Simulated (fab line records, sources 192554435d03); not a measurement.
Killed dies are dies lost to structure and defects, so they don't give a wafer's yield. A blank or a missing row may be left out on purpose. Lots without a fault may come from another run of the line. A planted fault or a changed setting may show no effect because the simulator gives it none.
fab line records | flow n5_finfet
record lots=9 wafers=27 last_day=17
route steps=1938 shown BEOL_M4@1039
lots that met no fault: from a run of the same line without faults
start_h: hours from the record's first day to the start of the lot's first wafer shown | wait_h: hours since the lot's step before | " the same as in the row above | L1.1+2: a row that stands for several wafers | - no value, or no start given | * or withheld: withheld | < > ~ a bound
route shown NAME@n: a module of which the file shows steps, and the number in the route of the first | usual: mean/standard deviation of fault-free wafers | same: alike in all rows | chamber/n: place in a boat | sites: the reading at each site | _std_site: their standard deviation | _edge_site: outer sites' mean less inner sites' | radius_mm: how far each site lies from the wafer's centre | mask NAME#n: copy n | behind: the tool/chamber that last shaped the wafer | hold: why the lot was held/for how many hours/how that ended | device: the transistor (n, p or np) that didn't switch | end of line: the same wafers' tests at the end of the route | a step without rows: its recipe alone | killed: dies lost to structure and defects at the first sort, not the wafer's yield | map: a wafer's dies, x killed, . not, _ none there
set.NAME: the setting as run; set.NAME@STEP: as run at that earlier step | model.NAME: the simulator's own value behind a step, which no gauge read
steps of the route over a sample of lots; a table a step, a row a wafer
services: from which hour (start_h, from the record's first day; less than 0 if before it) a tool's chamber was out of use, for how many hours, and why
## steps
# step N5_BEOL_M4_ETCH_63
# recipe chemistry=CF4 target=SiARC target_depth_a=156 mask_material=CAR-EUV time_s=26 ion_energy_ev=80 pressure_mtorr=40 source_w=545 bias_w=36 Ar_flow_sccm=100 cf4_flow_sccm=100 ends=cleared
# usual drypump_motor_current_A=5.7/0.54 etch_rf_on_time_s=25.8/0.66 oes_product_au=0.69/0.077 rf_fwd_power_W=531.7/1.5 rf_vpp_V=184.6/1 showerhead_plenum_p_Torr=2.18/0.064 throttle_valve_pct=15.54/0.2
# columns lot.wafer tool chamber start_h wait_h drypump_motor_current_A etch_rf_on_time_s oes_product_au rf_fwd_power_W rf_hours_counter_h rf_vpp_V showerhead_plenum_p_Torr throttle_valve_pct
L919.1 rie_diel-01 2 186.60 0.0 5.2 25.0 0.73 529.0 58 184.2 2.27 15.42
L919.3 " 1 " " 5.7 26.0 0.57 531.4 250 182.8 2.04 15.67
L919.6 " 2 " " 5.2 24.8 0.74 531.1 - 185.6 2.27 15.39
L920.1 rie_diel-06 3 187.14 0.0 5.4 26.5 0.80 531.0 5 185.4 2.27 15.38
L920.3 " 1 " " 6.6 26.0 0.61 529.7 207 185.8 2.20 15.66
L920.6 " 0 " " 5.7 26.0 0.60 532.5 - 185.6 2.21 15.71
L921.2 rie_diel-06 1 192.03 0.0 6.6 25.6 0.62 531.2 209 184.9 2.20 15.65
L921.4 " 0 " " 5.8 25.8 0.59 532.3 223 184.8 2.21 15.70
L921.5 " 1 " " 6.6 25.8 0.61 532.4 - 185.4 2.20 15.64
L922.1 rie_diel-03 0 192.23 0.0 5.2 26.6 0.76 532.2 32 184.2 2.17 15.27
L922.3 " 2 " " 5.0 25.6 0.70 529.8 76 184.5 2.18 15.82
L922.4 " 1 " " 5.5 25.4 0.62 532.0 185 185.9 2.21 15.67
L925.1 rie_diel-01 3 216.44 0.0 6.5 24.6 0.84 530.0 1 184.3 2.19 15.27
L925.3 " 2 " " 5.2 24.9 0.72 533.4 70 185.3 2.26 15.43
L925.5 " 0 " " 6.4 26.6 0.64 533.1 - 183.1 2.23 15.48
L927.2 rie_diel-06 3 222.31 0.0 5.3 27.1 0.77 530.7 19 186.0 2.27 15.43
L927.3 " 2 " " 6.3 25.4 0.86 531.5 1 183.5 2.10 15.23
L927.5 " 2 " " 6.3 25.6 0.87 531.0 - 185.4 2.10 15.22
L929.1 rie_diel-03 1 245.44 0.0 5.4 24.7 0.61 530.4 206 184.6 2.20 15.72
L929.3 " 3 " " 5.9 25.3 0.68 528.8 125 183.0 2.06 15.65
L929.4 " 0 " " 5.2 26.1 0.73 531.7 54 183.7 2.16 15.32
L935.3 rie_diel-06 0 273.72 0.0 5.7 26.2 0.57 531.3 248 185.0 2.20 15.75
L935.4 " 1 " " 6.6 26.2 0.59 532.1 237 184.9 2.19 15.71
L935.6 " 0 " " 5.8 26.2 0.57 532.4 - 185.1 2.20 15.75
L937.1 rie_diel-06 1 293.29 0.0 6.6 26.4 0.59 531.0 242 185.6 2.19 15.70
L937.5 " 1 " " 6.6 26.2 0.59 529.6 - 185.4 2.19 15.69
L937.6 " 3 " " 5.4 27.1 0.74 530.8 - 186.4 2.26 15.43
# step N5_BEOL_M4_CD_MEAS_18
# recipe pitch_nm=36 target_cd_nm=18
# usual cd_nm=18.0/0.33
# columns lot.wafer tool chamber start_h wait_h cd_nm
L919.1 cd_sem-02 - 186.98 0.0 18.4
L919.3 " - " " 18.5
L919.6 " - " " 18.5
L920.1 cd_sem-03 - 187.60 0.0 18.2
L920.3 " - " " 17.7
L920.6 " - " " 17.6
L921.2 cd_sem-03 - 192.49 0.1 17.5
L921.4 " - " " 17.7
L921.5 " - " " 18.4
L922.1 cd_sem-03 - 192.62 0.0 17.9
L922.3 " - " " 17.6
L922.4 " - " " 18.3
L925.1 cd_sem-03 - 216.83 0.0 18.4
L925.3 " - " " 18.3
L925.5 " - " " 17.7
L927.2 cd_sem-03 - 222.74 0.1 18.1
L927.3 " - " " 17.9
L927.5 " - " " 18.2
L929.1 cd_sem-01 - 246.36 0.0 18.2
L929.3 " - " " 18.1
L929.4 " - " " 18.2
L935.3 cd_sem-01 - 274.19 0.1 17.9
L935.4 " - " " 18.0
L935.6 " - " " 18.6
L937.1 cd_sem-03 - 293.68 0.0 17.5
L937.5 " - " " 18.0
L937.6 " - " " 17.8
# step N5_BEOL_M4_ETCH_69
# recipe chemistry=CF4 target=SiARC target_depth_a=156 mask_material=CAR-EUV time_s=26 ion_energy_ev=80 pressure_mtorr=40 source_w=545 bias_w=36 Ar_flow_sccm=100 cf4_flow_sccm=100 ends=cleared
# usual drypump_motor_current_A=5.8/0.55 etch_rf_on_time_s=25.8/0.64 oes_product_au=0.70/0.082 rf_fwd_power_W=531.8/1.7 rf_vpp_V=184.6/1.1 showerhead_plenum_p_Torr=2.20/0.06 throttle_valve_pct=15.51/0.19
# columns lot.wafer tool chamber start_h wait_h drypump_motor_current_A etch_rf_on_time_s oes_product_au rf_fwd_power_W rf_hours_counter_h rf_vpp_V showerhead_plenum_p_Torr throttle_valve_pct
L919.1 rie_diel-06 0 187.47 0.0 5.8 26.2 0.59 534.6 222 185.1 2.21 15.70
L919.3 " 2 " " 6.3 26.4 0.59 530.0 246 183.6 2.11 15.72
L919.6 " 2 " " 6.3 26.1 0.59 534.0 - 183.4 2.11 15.73
L920.1 rie_diel-03 0 188.10 0.0 5.2 26.3 0.76 531.9 31 184.2 2.17 15.28
L920.3 " 1 " " 5.4 25.0 0.62 530.1 184 184.4 2.21 15.67
L920.6 " 0 " " 5.2 26.4 0.76 534.1 - 182.9 2.17 15.27
L921.2 rie_diel-06 0 192.98 0.0 5.7 25.9 0.59 529.2 223 184.3 2.21 15.71
L921.4 " 3 " " 5.4 26.7 0.79 532.3 7 185.7 2.27 15.39
L921.5 " 3 " " 5.3 26.5 0.81 532.0 - 186.4 2.27 15.38
L922.1 rie_diel-06 3 193.24 0.0 5.4 26.8 0.81 531.0 7 184.2 2.27 15.39
L922.3 " 0 " " 5.7 25.9 0.59 530.7 223 185.0 2.21 15.72
L922.4 " 1 " " 6.6 26.0 0.62 531.6 209 184.2 2.20 15.65
L925.1 rie_diel-01 3 218.34 0.0 6.6 25.2 0.83 531.1 2 184.7 2.19 15.29
L925.3 " 0 " " 6.3 26.7 0.64 532.7 129 186.6 2.23 15.48
L925.5 " 3 " " 6.5 24.8 0.83 530.6 - 184.2 2.19 15.29
L927.2 rie_diel-03 0 223.39 0.0 5.2 26.3 0.73 531.8 46 184.7 2.16 15.31
L927.3 " 3 " " 5.9 25.3 0.69 527.8 115 183.7 2.06 15.64
L927.5 " 3 " " 5.9 25.3 0.68 529.9 - 182.5 2.06 15.63
L929.1 rie_diel-01 0 247.78 0.0 6.3 26.8 0.63 535.1 143 185.1 2.22 15.51
L929.3 " 3 " " 6.6 24.9 0.80 531.5 16 185.8 2.19 15.31
L929.4 " 2 " " 5.2 25.0 0.71 533.0 84 185.2 2.26 15.47
L935.3 rie_diel-06 0 274.82 0.0 5.7 26.2 0.58 532.9 248 182.7 2.20 15.74
L935.4 " 1 " " 6.6 43.4 0.46 537.0 238 183.5 2.19 15.70
L935.6 " 1 " " 6.6 43.5 0.46 538.0 - 183.4 2.19 15.71
L937.1 rie_diel-06 2 294.36 0.0 6.3 25.4 0.79 532.4 23 183.7 2.10 15.27
L937.5 " 2 " " 6.3 25.6 0.80 530.8 - 184.6 2.10 15.26
L937.6 " 3 " " 5.4 44.6 0.58 538.2 - 185.0 2.26 15.43
# step N5_BEOL_M4_TRENCH_ETCH_37
# recipe chemistry=C4F6/O2 target_depth_a=555.55 target=SiOC time_s=29.2 ion_energy_ev=250 pressure_mtorr=30 source_w=355 bias_w=185 Ar_flow_sccm=300 C4F6_flow_sccm=10 O2_flow_sccm=10
# usual drypump_motor_current_A=5.8/0.53 oes_product_au=0.81/0.086 rf_fwd_power_W=349.3/1.9 rf_vpp_V=665/12 showerhead_plenum_p_Torr=2.91/0.086 throttle_valve_pct=20.76/0.21
# same time_s=29.2
# columns lot.wafer tool chamber start_h wait_h drypump_motor_current_A oes_product_au rf_fwd_power_W rf_hours_counter_h rf_vpp_V showerhead_plenum_p_Torr throttle_valve_pct
L919.1 rie_diel-03 1 - - 5.5 0.71 347.1 184 665 2.92 20.76
L919.3 " 2 " " 5.0 0.82 344.7 75 653 2.91 21.21
L919.6 " 0 " " 5.2 0.89 351.6 - 674 2.87 20.48
L920.1 rie_diel-01 1 - - 5.8 0.66 348.9 251 641 2.72 20.86
L920.3 " 0 " " 6.3 0.76 350.4 117 667 2.98 20.71
L920.6 " 0 " " 6.3 0.76 352.1 - 667 2.98 20.70
L921.2 rie_diel-03 1 - - 5.5 0.72 347.0 185 665 2.92 20.77
L921.4 " 2 " " 5.0 0.82 344.5 76 653 2.91 21.22
L921.5 " 0 " " 5.2 0.88 347.8 - 674 2.87 20.49
L922.1 rie_diel-01 2 - - 5.2 0.85 350.5 60 669 3.01 20.67
L922.3 " 1 " " 5.7 0.66 350.0 252 641 2.72 20.85
L922.4 " 1 " " 5.7 0.66 350.3 - 641 2.72 20.85
L925.1 rie_diel-01 3 - - 6.5 0.96 349.8 4 677 2.90 20.47
L925.3 " 0 " " 6.3 0.74 351.7 130 670 2.97 20.71
L925.5 " 3 " " 6.5 0.96 348.2 - 676 2.90 20.47
L927.2 rie_diel-01 0 - - 6.3 0.75 351.8 134 667 2.97 20.73
L927.3 " 3 " " 6.6 0.94 349.7 7 676 2.89 20.50
L927.5 " 2 " " 5.2 0.83 349.5 - 671 3.00 20.69
L929.1 rie_diel-03 0 - - 5.2 0.85 349.1 56 675 2.86 20.51
L929.3 " 1 " " 5.5 0.71 347.0 208 665 2.91 20.81
L929.4 " 2 " " 5.0 0.80 344.7 98 653 2.90 21.24
L935.3 rie_diel-06 1 - - 6.6 0.70 349.9 240 688 2.92 20.91
L935.4 " 2 " " 6.3 0.94 349.8 - 647 2.80 20.58
L935.6 " 3 " " 5.4 0.88 351.7 - 657 3.01 20.71
L937.1 rie_diel-06 3 - - 5.4 0.87 351.1 35 655 3.01 20.73
L937.5 " 1 " " 6.6 0.70 349.4 - 688 2.92 20.93
L937.6 " 2 " " 6.3 0.92 349.6 - 648 2.79 20.56
# step N5_BEOL_M4_RC_MEAS_101
# usual DIBL_N=35.7/1.5 DIBL_P=35.7/2 IOFF_N=0.155/0.026 IOFF_P=0.20/0.031 ION_N=675/11 ION_P=462/7.1 SS_N=71.3/0.57 SS_P=73.1/0.56 VT_N=250/3 VT_P=-251/3
# columns lot.wafer tool chamber start_h wait_h DIBL_N[mV/V] DIBL_P[mV/V] IOFF_N[nA/um] IOFF_P[nA/um] ION_N[uA/um] ION_P[uA/um] SS_N[mV/dec] SS_P[mV/dec] VT_N[mV] VT_P[mV]
L919.1 prober-02 0 194.13 0.0 34.0 33.8 0.141 0.19 683 462 71.2 72.1 250 -250
L919.3 " 0 " " 36.0 37.2 0.186 0.26 685 468 71.9 73.3 245 -246
L919.6 " 0 " " 33.7 33.5 0.142 0.19 678 465 70.4 72.3 249 -250
L920.1 prober-01 0 195.18 0.0 33.4 31.3 0.106 0.17 662 458 70.5 72.4 255 -253
L920.3 " 0 " " 34.5 33.0 0.128 0.19 681 469 71.2 73.6 252 -251
L920.6 " 0 " " 38.2 37.4 0.184 0.25 683 470 72.4 74.7 248 -248
L922.1 prober-01 0 198.41 0.0 32.8 32.8 0.124 0.17 669 460 71.5 72.4 251 -251
L922.3 " 0 " " 30.9 30.8 0.101 0.14 638 444 69.9 71.8 256 -255
L922.4 " 0 " " 34.8 34.6 0.152 0.19 676 460 71.7 72.7 247 -252
L921.2 prober-02 0 199.05 0.2 36.1 34.7 0.165 0.21 674 460 72.0 72.9 248 -251
L921.4 " 0 " " 37.1 34.5 0.181 0.20 694 468 72.9 73.0 248 -252
L921.5 " 0 " " 35.4 32.9 0.140 0.18 678 464 71.3 72.6 251 -252
L925.1 prober-01 0 225.57 0.7 36.5 35.5 0.148 0.22 666 462 71.8 73.4 252 -249
L925.3 " 0 " " 35.9 34.9 0.127 0.20 666 464 71.2 73.2 252 -250
L925.5 " 0 " " 37.2 35.3 0.156 0.22 662 453 71.4 73.3 254 -246
L927.2 prober-01 0 232.45 0.2 34.5 35.2 0.134 0.16 678 463 71.0 72.7 251 -255
L927.3 " 0 " " 37.3 38.2 0.171 0.20 684 462 72.0 74.3 247 -254
L927.5 " 0 " " 37.2 37.7 0.164 0.20 682 461 71.2 74.1 250 -252
L929.1 prober-01 0 252.89 0.0 35.4 35.9 0.176 0.23 693 478 71.7 73.7 246 -247
L929.3 " 0 " " 34.8 35.0 0.153 0.21 682 471 70.9 73.1 249 -248
L929.4 " 0 " " 34.9 34.9 0.155 0.21 678 470 70.7 73.3 248 -250
L935.3 prober-02 0 293.25 0.3 33.4 34.3 0.121 0.14 668 450 71.4 72.9 253 -256
L935.4 " 0 " " 34.1 34.8 0.133 0.15 677 455 71.6 72.9 250 -257
L935.6 " 0 " " 34.6 35.3 0.136 0.15 677 456 71.7 72.8 250 -258
L937.1 prober-01 0 305.37 0.0 34.4 34.9 0.137 0.18 666 456 71.0 72.7 251 -253
L937.5 " 0 " " 33.9 34.4 0.128 0.18 659 456 71.1 72.4 252 -255
L937.6 " 0 " " 36.7 37.3 0.166 0.21 675 459 71.2 73.2 250 -253
## services
# columns tool chamber start_h hours kind
rie_diel-06 2 169.03 5.1 repair
rie_diel-01 3 172.08 16.0 repair
rie_diel-01 1 175.77 9.0 repair
rie_diel-06 - 183.10 0.2 repair
rie_diel-03 3 184.82 4.3 repair
rie_diel-01 3 188.14 - clean
rie_diel-01 3 188.14 - consumable_replace:focus_ring
rie_diel-01 3 188.14 25.6 scheduled_down
rie_diel-01 3 188.14 25.6 vent_cycle
rie_diel-06 2 200.19 - clean
rie_diel-06 2 200.19 - consumable_replace:focus_ring
rie_diel-06 2 200.19 17.7 scheduled_down
rie_diel-06 2 200.19 17.7 vent_cycle
rie_diel-01 1 213.94 - clean
rie_diel-06 - 233.19 15.6 pm
rie_diel-06 3 251.02 9.4 repair
rie_diel-03 3 259.60 4.2 repair
rie_diel-06 0 263.94 4.2 repair
rie_diel-06 - 277.23 4.3 pm
rie_diel-06 0 284.94 - clean
rie_diel-06 0 284.94 - consumable_replace:focus_ring
rie_diel-06 0 284.94 15.1 scheduled_down
rie_diel-06 0 284.94 15.1 vent_cycle
rie_diel-01 0 287.50 1.8 repair
## key
first_sign step=N5_BEOL_M4_ETCH_69 reading=etch_rf_on_time_s direction=up sigmas=28 usual=* struck=*
effect step=N5_BEOL_M4_ETCH_69 reading=rf_fwd_power_W direction=up sigmas=3.5 usual=* struck=*
met_at N5_BEOL_M4_ETCH_69
struck_lots L935,L937
struck_wafers L935.4,L935.6,L937.6
not_acting_at N5_BEOL_M4_ETCH_63,N5_BEOL_M4_CD_MEAS_18,N5_BEOL_M4_TRENCH_ETCH_37
onset_between 193.24 274.82
fault kind=process_parameter_drift tool=rie_diel-06 chamber=- onset_h=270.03 steps=N5_BEOL_M4_ETCH_69 channel=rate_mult offset=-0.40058 shape=step end_h=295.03 scope=struck_wafers_only
